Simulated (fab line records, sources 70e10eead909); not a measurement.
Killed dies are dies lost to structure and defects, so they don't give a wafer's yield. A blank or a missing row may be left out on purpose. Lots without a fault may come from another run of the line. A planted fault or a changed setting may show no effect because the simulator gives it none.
Which tool did it? | flow nand_harc | 13 lots, 39 wafers sampled, at 5 steps of a route of 1302

WHAT THE GAUGES READ, wafer by wafer
NHARC_END_SORT_01. Usual: killed_at_array 54, standard deviation 20; killed_at_other 0.7, standard deviation 0.94; killed_at_periphery 3.8, standard deviation 2.7; killed_dies 59, standard deviation 20; killed_open 3.5, standard deviation 1.9; killed_short 2.5, standard deviation 1.6.
lot  | measured     | on        | killed_at_array | killed_at_other | killed_at_periphery | killed_dies | killed_open | killed_short | flag
L800 | day 24 15:22 | prober-01 | 68 42 64        | 1 0 0           | 2 3 2               | 71 45 66    | 5 2 2       | 1 3 2        |
L801 | day 25 11:44 | prober-01 | 50 41 52        | 1 3 0           | 1 3 1               | 52 47 53    | 4 0 1       | 2 3 2        |
L802 | day 25 07:05 | prober-02 | 56 59 29        | 1 1 1           | 2 2 3               | 59 62 33    | 3 5 5       | 2 2 1        |
L803 | day 25 16:31 | prober-02 | 23 21 29        | 1 0 0           | 1 4 3               | 25 25 32    | 3 4 5       | 3 0 4        |
L804 | day 25 18:43 | prober-01 | 36 58 55        | 0 0 0           | 6 7 7               | 42 65 62    | 4 3 1       | 4 4 3        |
L805 | day 25 22:43 | prober-02 | 64 79 79        | 0 1 1           | 5 4 6               | 69 84 86    | 3 6 3       | 2 5 1        |
L806 | day 26 16:24 | prober-01 | 53 62 57        | 3 1 1           | 3 1 2               | 59 64 60    | 4 4 2       | 3 3 4        |
L808 | day 27 16:46 | prober-02 | 55 53 60        | 2 2 1           | 0 5 4               | 57 60 65    | 2 4 1       | 0 2 2        |
L809 | day 29 09:44 | prober-01 | 50 49 45        | 0 0 0           | 6 9 4               | 56 58 49    | 1 5 3       | 1 1 2        |
L816 | day 31 11:29 | prober-01 | 46 40 37        | 0 0 1           | 8 5 5               | 54 45 43    | 4 4 1       | 5 0 2        |
L818 | day 31 18:07 | prober-02 | 42 48 42        | 0 0 1           | 2 2 0               | 44 50 43    | 1 6 1       | 3 1 6        |
L820 | day 32 18:08 | prober-01 | 36 42 37        | 0 0 0           | 3 5 4               | 39 47 41    | 5 6 4       | 3 3 4        |
L823 | day 34 03:38 | prober-01 | 68 82 60        | 3 0 3           | 9 8 4               | 80 90 67    | 5 4 4       | 4 3 3        |

WHICH TOOL RAN EACH LOT (tool, then ch and the chambers of the sampled wafers, then the start)
lot  | NHARC_P_GATE_STRIP_75                | NHARC_P_GATE_RTA_64              | NHARC_P_GATE_STRIP_67               | NHARC_P_GATE_RTA_82
L800 | plasma_asher-02 ch 0,1, day 5 10:29  | rtp_anneal-02 ch 0, day 5 14:51  | wet_bench-03 ch 3,5,7, day 5 15:38  | rtp_anneal-01 ch 0, day 5 15:55
L801 | plasma_asher-02 ch 0,1, day 6 02:01  | rtp_anneal-02 ch 0, day 6 06:24  | wet_bench-04 ch 1,3,4, day 6 07:11  | rtp_anneal-02 ch 0, day 6 07:28
L802 | plasma_asher-01 ch 0,1, day 6 14:05  | rtp_anneal-02 ch 0, day 6 18:25  | wet_bench-03 ch 0,4,7, day 6 19:13  | rtp_anneal-01 ch 0, day 6 19:29
L803 | plasma_asher-02 ch 0,1, day 6 15:16  | rtp_anneal-02 ch 0, day 6 19:45  | wet_bench-04 ch 1,5,6, day 6 20:31  | rtp_anneal-01 ch 0, day 6 20:49
L804 | plasma_asher-02 ch 0,1, day 7 03:09  | rtp_anneal-01 ch 0, day 7 07:23  | wet_bench-09 ch 2,4,7, day 7 08:11  | rtp_anneal-02 ch 0, day 7 08:28
L805 | plasma_asher-02 ch 0, day 7 14:25    | rtp_anneal-01 ch 0, day 7 18:44  | wet_bench-09 ch 2,4,6, day 7 19:34  | rtp_anneal-01 ch 0, day 7 19:52
L806 | plasma_asher-02 ch 0,1, day 8 00:43  | rtp_anneal-02 ch 0, day 8 05:03  | wet_bench-03 ch 2,3,6, day 8 06:04  | rtp_anneal-02 ch 0, day 8 06:19
L808 | plasma_asher-02 ch 0,1, day 8 18:35  | rtp_anneal-02 ch 0, day 8 22:56  | wet_bench-09 ch 1,2,4, day 8 23:44  | rtp_anneal-02 ch 0, day 8 23:59
L809 | plasma_asher-02 ch 0,1, day 9 11:47  | rtp_anneal-01 ch 0, day 9 16:14  | wet_bench-03 ch 1,3,5, day 9 17:02  | rtp_anneal-02 ch 0, day 9 17:17
L816 | plasma_asher-02 ch 0,1, day 12 07:05 | rtp_anneal-02 ch 0, day 12 11:23 | wet_bench-04 ch 1,2,5, day 12 12:11 | rtp_anneal-01 ch 0, day 12 12:27
L818 | plasma_asher-01 ch 1, day 13 02:22   | rtp_anneal-01 ch 0, day 13 06:41 | wet_bench-09 ch 3,4,6, day 13 07:29 | rtp_anneal-02 ch 0, day 13 07:44
L820 | plasma_asher-01 ch 0,1, day 13 21:25 | rtp_anneal-02 ch 0, day 14 01:36 | wet_bench-09 ch 1,5,7, day 14 02:25 | rtp_anneal-01 ch 0, day 14 02:40
L823 | plasma_asher-01 ch 0,1, day 14 23:51 | rtp_anneal-01 ch 0, day 15 04:14 | wet_bench-03 ch 0,6,7, day 15 05:01 | rtp_anneal-01 ch 0, day 15 05:19
- NHARC_P_GATE_STRIP_75: strips in O2.
- NHARC_P_GATE_RTA_64: time 1 s.
- NHARC_P_GATE_STRIP_67: strips in SPM, time 600 s.
- NHARC_P_GATE_RTA_82: time 30 s.

WHAT THE TOOLS THEMSELVES READ (means of the sampled wafers that have a number; where no wafer has one, the mark that the record gives instead)
NHARC_P_GATE_STRIP_75. Usual: drypump_motor_current_A 5.7 A, standard deviation 0.6; heater_power_w 307 W, standard deviation 17.
lot  | tool            | drypump_motor_current_A (A) | heater_power_w (W) | flag
L800 | plasma_asher-02 | 5.5                         | 301                |
L801 | plasma_asher-02 | 6.0                         | 300                |
L802 | plasma_asher-01 | 5.6                         | 334                |
L803 | plasma_asher-02 | 6.0                         | 299                |
L804 | plasma_asher-02 | 6.0                         | 297                |
L805 | plasma_asher-02 | 5.0                         | 299                |
L806 | plasma_asher-02 | 5.5                         | 300                |
L808 | plasma_asher-02 | 5.5                         | 299                |
L809 | plasma_asher-02 | 5.5                         | 299                |
L816 | plasma_asher-02 | 6.0                         | 297                |
L818 | plasma_asher-01 | 5.5                         | 330                |
L820 | plasma_asher-01 | 5.7                         | 318                |
L823 | plasma_asher-01 | 5.7                         | 327                |

NHARC_P_GATE_RTA_64. Usual: lamp_power_pct 33 %, standard deviation 3.8; wafer_temp_C_max 1055.4, standard deviation 1.9.
lot  | tool          | lamp_power_pct (%) | wafer_temp_C_max | flag
L800 | rtp_anneal-02 | 37                 | 1057.2           |
L801 | rtp_anneal-02 | 37                 | 1056.7           |
L802 | rtp_anneal-02 | 37                 | 1057.6           |
L803 | rtp_anneal-02 | 37                 | 1055.7           |
L804 | rtp_anneal-01 | 29                 | 1054.4           |
L805 | rtp_anneal-01 | 29                 | 1053.8           |
L806 | rtp_anneal-02 | 37                 | 1056.4           |
L808 | rtp_anneal-02 | 37                 | 1056.8           |
L809 | rtp_anneal-01 | 29                 | 1053.7           |
L816 | rtp_anneal-02 | 37                 | 1058.2           |
L818 | rtp_anneal-01 | 29                 | 1054.3           |
L820 | rtp_anneal-02 | 37                 | 1058.2           |
L823 | rtp_anneal-01 | 29                 | 1053.9           |

NHARC_P_GATE_STRIP_67. Usual: run_length_s 603.1 s, standard deviation 1.3.
lot  | tool         | run_length_s (s) | flag
L800 | wet_bench-03 | 603.5            |
L801 | wet_bench-04 | 602.7            |
L802 | wet_bench-03 | 603.2            |
L803 | wet_bench-04 | 602.8            |
L804 | wet_bench-09 | 604.2            |
L805 | wet_bench-09 | 603.2            |
L806 | wet_bench-03 | 602.7            |
L808 | wet_bench-09 | 602.8            |
L809 | wet_bench-03 | 603.2            |
L816 | wet_bench-04 | 602.4            |
L818 | wet_bench-09 | 314.2            | OFF
L820 | wet_bench-09 | 314.8            | OFF
L823 | wet_bench-03 | 603.7            |

NHARC_P_GATE_RTA_82. Usual: lamp_power_pct 3.9 %, standard deviation 0.43; wafer_temp_C_max 452.6, standard deviation 0.79.
lot  | tool          | lamp_power_pct (%) | wafer_temp_C_max | flag
L800 | rtp_anneal-01 | 3.4                | 452.0            |
L801 | rtp_anneal-02 | 4.3                | 453.7            |
L802 | rtp_anneal-01 | 3.4                | 451.7            |
L803 | rtp_anneal-01 | 3.4                | 451.8            |
L804 | rtp_anneal-02 | 4.3                | 452.9            |
L805 | rtp_anneal-01 | 3.4                | 452.0            |
L806 | rtp_anneal-02 | 4.3                | 453.6            |
L808 | rtp_anneal-02 | 4.3                | 453.9            |
L809 | rtp_anneal-02 | 4.3                | 452.9            |
L816 | rtp_anneal-01 | 3.4                | 451.9            |
L818 | rtp_anneal-02 | 4.3                | 453.4            |
L820 | rtp_anneal-01 | 3.4                | 451.6            |
L823 | rtp_anneal-01 | 3.4                | 452.0            |

THE ANSWER, worked out from the rows above alone
Rule: a lot is off if the mean of its wafers that have a number lies more than 3 standard deviations from the usual mean. A lot without any number at a reading at which 4 lots or more have one is off too. The other lots that the step has rows for count as sound. The gauges are gone through in route order, then the tools' own readings, and for those a lot's mean is taken as printed above. The first step at which some lot is off is used, and at that step the reading that is off furthest; a lot without a number counts as furthest.
Off: L818, L820, at NHARC_P_GATE_STRIP_67 (run_length_s).
A tool fits if, at that step or a process step before it, it ran every lot that is off, and no sound lot after the first of them. One fits: wet_bench-09 at NHARC_P_GATE_STRIP_67. Its last sound lot is L808 (day 8 23:44), its first lot that is off L818 (day 13 07:29): a fault that began between those two fits.
The tool's own readings at NHARC_P_GATE_STRIP_67 bear it out: on the lots that are off they differ by more than 5 times the standard deviation of the sound lots' means. run_length_s reads 314.5 s there against 603.1 s on the sound lots.

WHAT THE SIMULATOR HAD PUT IN
Process parameter drift: wet_bench-09, from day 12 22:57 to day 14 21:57, at NHARC_P_GATE_STRIP_67. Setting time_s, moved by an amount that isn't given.
Lots struck among those shown: L818, L820. The rule above found the same.
